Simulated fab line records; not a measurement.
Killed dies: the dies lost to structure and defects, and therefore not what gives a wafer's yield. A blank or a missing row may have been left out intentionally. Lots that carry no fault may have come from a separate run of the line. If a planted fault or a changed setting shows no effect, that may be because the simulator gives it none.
What tool caused it?	flow nandHarc	21 lots, 63 wafers sampled, at 6 steps of a route of 1159

WHAT THE GAUGES READ, wafer by wafer
The record lacks any reading of a measuring or inspecting step that a usual standard deviation could be used to judge.

TOOL THAT RAN EACH LOT (tool first, then ch and the chambers of the sampled wafers, then the start)
lot	NHARC_A_STAIRCASE_DESCUM_186	NHARC_A_STAIRCASE_TRIM_189	NHARC_A_STAIRCASE_TRIM_193	NHARC_A_STAIRCASE_ETCH_194	NHARC_A_STAIRCASE_TRIM_202	NHARC_A_STAIRCASE_STRIP_205
L074	rieDiel-12 ch 0,1,2, day 10 03:41	rieDiel-12 ch 0,1,2, day 10 06:16 or earlier	rieDiel-12 ch 0,1, day 10 06:16 or earlier	rieDiel-12 ch 2,3, day 10 06:16 or earlier	rieDiel-12 ch 1,3, day 10 06:16 or earlier	plasmaAsher-01 ch 0,1, day 10 06:16
L075	rieDiel-02 ch 0,2,3, day 11 08:38	rieDiel-02 ch 0,1,2, day 11 10:52 or earlier	rieDiel-02 ch 0,1,3, day 11 10:52 or earlier	rieDiel-02 ch 0,2,3, day 11 10:52 or earlier	rieDiel-02 ch 1,2,3, day 11 10:52 or earlier	plasmaAsher-02 ch 0,1, day 11 10:52
L076	rieDiel-02 ch 0,2,3, day 11 19:19	rieDiel-02 ch 0,2,3, day 11 23:19 or earlier	rieDiel-02 ch 1,3, day 11 23:19 or earlier	rieDiel-02 ch 0,3, day 11 23:19 or earlier	rieDiel-03 ch 1,2,3, day 11 23:19 or earlier	plasmaAsher-01 ch 1, day 11 23:19
L078	rieDiel-03 ch 1,3, day 11 20:32	rieDiel-03 ch 0,2,3, day 12 00:21 or earlier	rieDiel-03 ch 2,3, day 12 00:21 or earlier	rieDiel-03 ch 0,1, day 12 00:21 or earlier	rieDiel-03 ch 0,2,3, day 12 00:21 or earlier	plasmaAsher-01 ch 0,1, day 12 00:21
L080	rieDiel-02 ch 1,3, day 12 09:26	rieDiel-02 ch 0,2,3, day 12 11:43 or earlier	rieDiel-02 ch 0,1,2, day 12 11:43 or earlier	rieDiel-02 ch 1,2,3, day 12 11:43 or earlier	rieDiel-03 ch 1,2,3, day 12 11:43 or earlier	plasmaAsher-01 ch 0,1, day 12 11:43
L082	rieDiel-03 ch 1,2, day 12 13:46	rieDiel-03 ch 0,3, day 12 15:59 or earlier	rieDiel-03 ch 0,3, day 12 15:59 or earlier	rieDiel-03 ch 0,1,2, day 12 15:59 or earlier	rieDiel-03 ch 0,1, day 12 15:59 or earlier	plasmaAsher-02 ch 0,1, day 12 15:59
L081	rieDiel-03 ch 1,2,3, day 13 00:53	rieDiel-03 ch 0,1,2, day 13 03:12 or earlier	rieDiel-03 ch 0,1,3, day 13 03:12 or earlier	rieDiel-03 ch 0,1,2, day 13 03:12 or earlier	rieDiel-12 ch 1,2,3, day 13 03:12 or earlier	plasmaAsher-02 ch 0,1, day 13 03:12
L084	rieDiel-03 ch 0,1,3, day 13 13:27	rieDiel-03 ch 0,1, day 13 15:46 or earlier	rieDiel-03 ch 0,1,2, day 13 15:46 or earlier	rieDiel-03 ch 2,3, day 13 15:46 or earlier	rieDiel-03 ch 0,2,3, day 13 15:46 or earlier	plasmaAsher-02 ch 0,1, day 13 15:46
L087	rieDiel-03 ch 0,1,2, day 13 20:29	rieDiel-03 ch 0,1,3, day 13 22:41 or earlier	rieDiel-03 ch 0,3, day 13 22:41 or earlier	rieDiel-03 ch 1,2, day 13 22:41 or earlier	rieDiel-03 ch 1,2, day 13 22:41 or earlier	plasmaAsher-01 ch 0,1, day 13 22:41
L086	rieDiel-02 ch 0,1,3, day 13 21:11	rieDiel-02 ch 0,1,2, day 13 23:29 or earlier	rieDiel-02 ch 1,2,3, day 13 23:29 or earlier	rieDiel-02 ch 0,1,3, day 13 23:29 or earlier	rieDiel-02 ch 0,1,2, day 13 23:29 or earlier	plasmaAsher-01 ch 1, day 13 23:29
L083	rieDiel-02 ch 0,1,2, day 14 00:13	rieDiel-02 ch 0,1,2, day 14 02:39 or earlier	rieDiel-02 ch 0,2,3, day 14 02:39 or earlier	rieDiel-02 ch 1,2,3, day 14 02:39 or earlier	rieDiel-02 ch 0,3, day 14 02:39 or earlier	plasmaAsher-01 ch 0,1, day 14 02:39
L089	rieDiel-03 ch 1,2,3, day 14 13:05	rieDiel-03 ch 1,2,3, day 14 15:43 or earlier	rieDiel-03 ch 0,2,3, day 14 15:43 or earlier	rieDiel-03 ch 0,1,3, day 14 15:43 or earlier	rieDiel-03 ch 1,2,3, day 14 15:43 or earlier	plasmaAsher-01 ch 0,1, day 14 15:43
L088	rieDiel-12 ch 0,2,3, day 14 13:46	rieDiel-12 ch 0,1,3, day 14 16:16 or earlier	rieDiel-12 ch 0,1,2, day 14 16:16 or earlier	rieDiel-12 ch 0,1,2, day 14 16:16 or earlier	rieDiel-12 ch 0,1,2, day 14 16:16 or earlier	plasmaAsher-01 ch 0,1, day 14 16:16
L090	rieDiel-03 ch 0,2,3, day 15 09:25	rieDiel-03 ch 0,2,3, day 15 11:46 or earlier	rieDiel-03 ch 2,3, day 15 11:46 or earlier	rieDiel-03 ch 0,2,3, day 15 11:46 or earlier	rieDiel-02 ch 0,2,3, day 15 11:46 or earlier	plasmaAsher-02 ch 0,1, day 15 11:46
L092	rieDiel-02 ch 0,2,3, day 15 12:08	rieDiel-02 ch 1,2,3, day 15 14:34 or earlier	rieDiel-02 ch 1,2, day 15 14:34 or earlier	rieDiel-02 ch 1,2, day 15 14:34 or earlier	rieDiel-02 ch 1,2, day 15 14:34 or earlier	plasmaAsher-02 ch 0,1, day 15 14:34
L093	rieDiel-02 ch 0,1,2, day 15 15:13	rieDiel-02 ch 0,2,3, day 15 17:33 or earlier	rieDiel-02 ch 0,1,3, day 15 17:33 or earlier	rieDiel-02 ch 1,2,3, day 15 17:33 or earlier	rieDiel-02 ch 0,1,3, day 15 17:33 or earlier	plasmaAsher-01 ch 0,1, day 15 17:33
L091	rieDiel-03 ch 0,2,3, day 15 15:38	rieDiel-03 ch 0,1,2, day 15 18:01 or earlier	rieDiel-03 ch 1,3, day 15 18:01 or earlier	rieDiel-03 ch 0,1, day 15 18:01 or earlier	rieDiel-12 ch 1,2,3, day 15 18:01 or earlier	plasmaAsher-01 ch 1, day 15 18:01
L094	rieDiel-02 ch 0,1,3, day 15 19:29	rieDiel-02 ch 0,1,2, day 15 23:09 or earlier	rieDiel-02 ch 0,1,2, day 15 23:09 or earlier	rieDiel-02 ch 1,2,3, day 15 23:09 or earlier	rieDiel-12 ch 0,1,3, day 15 23:09 or earlier	plasmaAsher-02 ch 0,1, day 15 23:09
L095	rieDiel-02 ch 1,3, day 16 15:34	rieDiel-02 ch 1,2, day 16 18:05 or earlier	rieDiel-02 ch 0,1,3, day 16 18:05 or earlier	rieDiel-02 ch 1,2,3, day 16 18:05 or earlier	rieDiel-03 ch 1,2, day 16 18:05 or earlier	plasmaAsher-02 ch 0,1, day 16 18:05
L097	rieDiel-02 ch 2,3, day 16 15:53	rieDiel-02 ch 0,1,2, day 16 18:12 or earlier	rieDiel-02 ch 0,2,3, day 16 18:12 or earlier	rieDiel-02 ch 0,2, day 16 18:12 or earlier	rieDiel-02 ch 1,3, day 16 18:12 or earlier	plasmaAsher-01 ch 0, day 16 18:12
L096	rieDiel-12 ch 0,1,3, day 16 18:43	rieDiel-12 ch 0,2, day 16 19:52 or earlier	rieDiel-12 ch 0,2,3, day 16 19:52 or earlier	rieDiel-02 ch 0,1,2, day 16 19:52	rieDiel-02 ch 1,3, day 16 21:18 or earlier	plasmaAsher-02 ch 0,1, day 16 21:18
- NHARC_A_STAIRCASE_DESCUM_186: chemistry O2, time 3 s.
- NHARC_A_STAIRCASE_TRIM_189: chemistry O2, time 211.2 s.
- NHARC_A_STAIRCASE_TRIM_193: chemistry O2, time 211.2 s.
- NHARC_A_STAIRCASE_ETCH_194: etches the open film in C4F8/O2, target depth 100 nm, time 40.5 s.
- NHARC_A_STAIRCASE_TRIM_202: chemistry O2, time 211.2 s.
- NHARC_A_STAIRCASE_STRIP_205: strips in O2.

WHAT THE TOOLS THEMSELVES READ (means of the sampled wafers that have a number; where no wafer has one, the mark that the record gives instead)
NHARC_A_STAIRCASE_DESCUM_186. Usual: drypumpMotorCurrentA 5.5 A, standard deviation 0.4; o2FlowSccm 200.0 sccm, standard deviation 0.55; oesProductAu 1.004 a.u., standard deviation 0.013; rfVppV 57.7 V, standard deviation 0.86; showerheadPlenumPTorr 1.88 Torr, standard deviation 0.063; throttleValvePct 11.311 %, standard deviation 0.0089.
lot	tool	drypumpMotorCurrentA (A)	o2FlowSccm (sccm)	oesProductAu (a.u.)	rfVppV (V)	showerheadPlenumPTorr (Torr)	throttleValvePct (%)	flag
L074	rieDiel-12	5.9	199.8	0.988	58.8	1.95	11.306	
L075	rieDiel-02	5.5	199.9	1.000	57.2	1.86	11.306	
L076	rieDiel-02	5.4	199.7	1.007	58.1	1.86	11.312	
L078	rieDiel-03	5.7	199.8	1.010	57.6	1.92	11.314	
L080	rieDiel-02	5.7	199.4	1.002	56.4	1.81	11.313	
L082	rieDiel-03	5.0	199.8	1.003	57.9	1.96	11.306	
L081	rieDiel-03	5.4	200.0	1.005	57.9	1.94	11.316	
L084	rieDiel-03	5.3	200.2	1.008	57.5	1.91	11.314	
L087	rieDiel-03	5.1	200.3	1.005	57.9	1.94	11.312	
L086	rieDiel-02	5.7	200.2	1.008	57.5	1.83	11.323	
L083	rieDiel-02	5.7	199.8	1.002	57.9	1.82	11.316	
L089	rieDiel-03	5.4	199.7	1.003	58.1	1.94	11.311	
L088	rieDiel-12	5.7	199.9	0.984	58.6	1.97	11.308	
L090	rieDiel-03	5.4	199.7	1.008	58.0	1.92	11.300	
L092	rieDiel-02	5.4	200.3	1.018	57.4	1.85	11.307	
L093	rieDiel-02	5.7	199.3	0.999	56.9	1.82	11.310	
L091	rieDiel-03	5.4	200.3	1.014	57.8	1.92	11.315	
L094	rieDiel-02	5.6	200.0	1.012	57.2	1.83	11.312	
L095	rieDiel-02	5.4	200.4	1.011	58.2	1.84	11.308	
L097	rieDiel-02	5.3	199.7	1.008	57.2	1.85	11.305	
L096	rieDiel-12	5.6	199.9	0.999	57.6	1.91	11.320	

NHARC_A_STAIRCASE_TRIM_189. Usual: drypumpMotorCurrentA 5.5 A, standard deviation 0.41; o2FlowSccm 500.1 sccm, standard deviation 1.5; oesProductAu 1.002 a.u., standard deviation 0.013; rfVppV 57.7 V, standard deviation 0.81; showerheadPlenumPTorr 3.48 Torr, standard deviation 0.11; throttleValvePct 17.038 %, standard deviation 0.0085.
lot	tool	drypumpMotorCurrentA (A)	o2FlowSccm (sccm)	oesProductAu (a.u.)	rfVppV (V)	showerheadPlenumPTorr (Torr)	throttleValvePct (%)	flag
L074	rieDiel-12	5.9	500.8	0.981	57.5	3.59	17.026	
L075	rieDiel-02	5.7	500.1	1.003	57.3	3.38	17.035	
L076	rieDiel-02	5.4	500.5	1.004	57.6	3.43	17.038	
L078	rieDiel-03	5.5	499.9	1.004	57.7	3.55	17.035	
L080	rieDiel-02	5.5	500.5	0.998	57.8	3.43	17.037	
L082	rieDiel-03	5.4	500.1	1.004	58.7	3.51	17.052	
L081	rieDiel-03	5.1	500.1	1.008	58.3	3.58	17.037	
L084	rieDiel-03	5.0	500.5	0.996	58.3	3.56	17.036	
L087	rieDiel-03	5.4	499.6	1.009	58.0	3.53	17.040	
L086	rieDiel-02	5.7	500.7	1.002	57.0	3.37	17.036	
L083	rieDiel-02	5.7	499.2	0.998	57.4	3.37	17.042	
L089	rieDiel-03	5.4	499.0	1.006	58.0	3.57	17.040	
L088	rieDiel-12	5.6	499.4	0.997	57.8	3.53	17.038	
L090	rieDiel-03	5.4	500.9	1.011	57.3	3.53	17.030	
L092	rieDiel-02	5.5	500.4	1.007	57.8	3.39	17.039	
L093	rieDiel-02	5.4	498.5	1.017	57.5	3.42	17.038	
L091	rieDiel-03	5.1	501.3	0.998	58.1	3.56	17.040	
L094	rieDiel-02	5.7	499.3	0.991	57.3	3.36	17.043	
L095	rieDiel-02	5.6	501.3	0.988	56.9	3.36	17.036	
L097	rieDiel-02	5.7	499.0	0.994	57.3	3.36	17.033	
L096	rieDiel-12	5.8	499.4	0.980	57.3	3.62	17.034	

NHARC_A_STAIRCASE_TRIM_193. Usual: drypumpMotorCurrentA 5.5 A, standard deviation 0.39; o2FlowSccm 499.8 sccm, standard deviation 1.5; oesProductAu 1.002 a.u., standard deviation 0.012; rfVppV 57.8 V, standard deviation 0.9; showerheadPlenumPTorr 3.48 Torr, standard deviation 0.11; throttleValvePct 17.036 %, standard deviation 0.0089.
lot	tool	drypumpMotorCurrentA (A)	o2FlowSccm (sccm)	oesProductAu (a.u.)	rfVppV (V)	showerheadPlenumPTorr (Torr)	throttleValvePct (%)	flag
L074	rieDiel-12	5.7	499.7	0.981	57.7	3.56	17.034	
L075	rieDiel-02	5.7	500.1	1.000	57.5	3.40	17.039	
L076	rieDiel-02	5.5	499.2	1.008	57.9	3.42	17.040	
L078	rieDiel-03	5.5	499.8	1.008	58.8	3.59	17.038	
L080	rieDiel-02	5.7	498.4	0.998	56.5	3.38	17.034	
L082	rieDiel-03	5.4	499.9	1.011	58.0	3.51	17.032	
L081	rieDiel-03	5.4	500.6	1.004	57.1	3.53	17.040	
L084	rieDiel-03	5.1	500.4	1.003	58.5	3.57	17.040	
L087	rieDiel-03	5.7	501.2	1.015	58.4	3.49	17.038	
L086	rieDiel-02	5.5	501.2	0.997	57.3	3.39	17.041	
L083	rieDiel-02	5.5	498.8	0.997	56.7	3.42	17.038	
L089	rieDiel-03	5.4	498.8	1.017	57.4	3.54	17.034	
L088	rieDiel-12	5.9	499.8	0.989	57.9	3.56	17.045	
L090	rieDiel-03	5.5	500.5	1.010	58.0	3.57	17.041	
L092	rieDiel-02	5.6	498.7	1.000	57.4	3.37	17.029	
L093	rieDiel-02	5.7	498.9	1.009	57.3	3.38	17.033	
L091	rieDiel-03	5.7	500.5	1.014	57.8	3.51	17.035	
L094	rieDiel-02	5.7	497.1	0.997	57.1	3.36	17.032	
L095	rieDiel-02	5.7	499.4	1.009	57.7	3.38	17.036	
L097	rieDiel-02	5.5	499.1	1.011	56.6	3.41	17.033	
L096	rieDiel-12	5.7	499.8	0.989	58.2	3.61	17.036	

NHARC_A_STAIRCASE_ETCH_194. Usual: oesProductAu 0.947 a.u., standard deviation 0.017; rfVppV 894 V, standard deviation 3.9.
lot	tool	oesProductAu (a.u.)	rfVppV (V)	flag
L074	rieDiel-12	0.940	900	
L075	rieDiel-02	0.953	893	
L076	rieDiel-02	0.933	892	
L078	rieDiel-03	0.939	896	
L080	rieDiel-02	0.938	891	
L082	rieDiel-03	0.947	897	
L081	rieDiel-03	0.943	898	
L084	rieDiel-03	0.969	897	
L087	rieDiel-03	0.950	899	
L086	rieDiel-02	0.954	889	
L083	rieDiel-02	0.945	890	
L089	rieDiel-03	0.931	895	
L088	rieDiel-12	0.934	897	
L090	rieDiel-03	0.955	896	
L092	rieDiel-02	0.931	888	
L093	rieDiel-02	0.950	891	
L091	rieDiel-03	0.942	897	
L094	rieDiel-02	0.934	891	
L095	rieDiel-02	0.946	890	
L097	rieDiel-02	0.940	891	
L096	rieDiel-02	0.997	890	

NHARC_A_STAIRCASE_TRIM_202. Usual: drypumpMotorCurrentA 5.5 A, standard deviation 0.41; o2FlowSccm 499.9 sccm, standard deviation 1.5; oesProductAu 1.002 a.u., standard deviation 0.015; rfVppV 57.7 V, standard deviation 0.84; showerheadPlenumPTorr 3.50 Torr, standard deviation 0.11; throttleValvePct 17.036 %, standard deviation 0.0092.
lot	tool	drypumpMotorCurrentA (A)	o2FlowSccm (sccm)	oesProductAu (a.u.)	rfVppV (V)	showerheadPlenumPTorr (Torr)	throttleValvePct (%)	flag
L074	rieDiel-12	5.5	499.8	0.996	57.9	3.54	17.039	
L075	rieDiel-02	5.5	500.2	0.996	57.2	3.40	17.031	
L076	rieDiel-03	5.4	500.4	1.009	57.7	3.58	17.036	
L078	rieDiel-03	5.5	497.4	1.008	57.9	3.55	17.041	
L080	rieDiel-03	5.4	499.9	1.003	58.7	3.58	17.036	
L082	rieDiel-03	5.0	499.1	0.992	58.3	3.57	17.042	
L081	rieDiel-12	5.8	500.1	0.996	57.6	3.57	17.044	
L084	rieDiel-03	5.4	499.6	1.012	57.9	3.54	17.039	
L087	rieDiel-03	5.1	500.1	1.005	57.7	3.62	17.037	
L086	rieDiel-02	5.7	500.9	1.004	57.1	3.37	17.035	
L083	rieDiel-02	5.7	499.9	1.002	58.3	3.42	17.041	
L089	rieDiel-03	5.4	500.7	1.016	57.4	3.57	17.027	
L088	rieDiel-12	5.9	499.5	0.980	57.9	3.56	17.041	
L090	rieDiel-02	5.4	501.4	1.011	57.9	3.42	17.031	
L092	rieDiel-02	5.5	498.3	0.996	57.4	3.37	17.040	
L093	rieDiel-02	5.7	500.1	1.013	57.8	3.38	17.028	
L091	rieDiel-12	5.8	498.8	0.994	57.7	3.55	17.034	
L094	rieDiel-12	5.6	498.8	0.991	57.2	3.52	17.044	
L095	rieDiel-03	5.1	501.1	1.010	58.0	3.60	17.039	
L097	rieDiel-02	5.5	499.0	1.018	57.0	3.40	17.040	
L096	rieDiel-02	5.7	500.5	1.002	57.5	3.34	17.033	

NHARC_A_STAIRCASE_STRIP_205. Usual: drypumpMotorCurrentA 5.4 A, standard deviation 0.38; heaterPowerW 340 W, standard deviation 17.
lot	tool	drypumpMotorCurrentA (A)	heaterPowerW (W)	flag
L074	plasmaAsher-01	5.4	336	
L075	plasmaAsher-02	5.4	341	
L076	plasmaAsher-01	5.2	326	
L078	plasmaAsher-01	5.5	342	
L080	plasmaAsher-01	5.5	341	
L082	plasmaAsher-02	5.1	352	
L081	plasmaAsher-02	5.5	334	
L084	plasmaAsher-02	5.1	353	
L087	plasmaAsher-01	5.5	335	
L086	plasmaAsher-01	5.2	325	
L083	plasmaAsher-01	5.5	340	
L089	plasmaAsher-01	5.4	330	
L088	plasmaAsher-01	5.5	336	
L090	plasmaAsher-02	5.1	353	
L092	plasmaAsher-02	5.4	336	
L093	plasmaAsher-01	5.4	333	
L091	plasmaAsher-01	5.2	325	
L094	plasmaAsher-02	5.4	337	
L095	plasmaAsher-02	5.1	338	
L097	plasmaAsher-01	5.7	341	
L096	plasmaAsher-02	5.1	345	

THE ANSWER, worked out from the rows above alone
Rule: a lot is off if the mean of its wafers that have a number lies more than 3 standard deviations from the usual mean. A lot without any number at a reading at which 4 lots or more have one is off too. Any other lot the step has rows for is counted as sound. Order of review: gauges by route order, followed by the tools' own readings, for which a lot's mean as printed above is used. The first step at which some lot is off is used, and at that step the reading that is off furthest; a lot without a number counts as furthest.
Across all readings shown, no lot is off: no conclusion can be drawn from this.

WHAT THE SIMULATOR PUT IN
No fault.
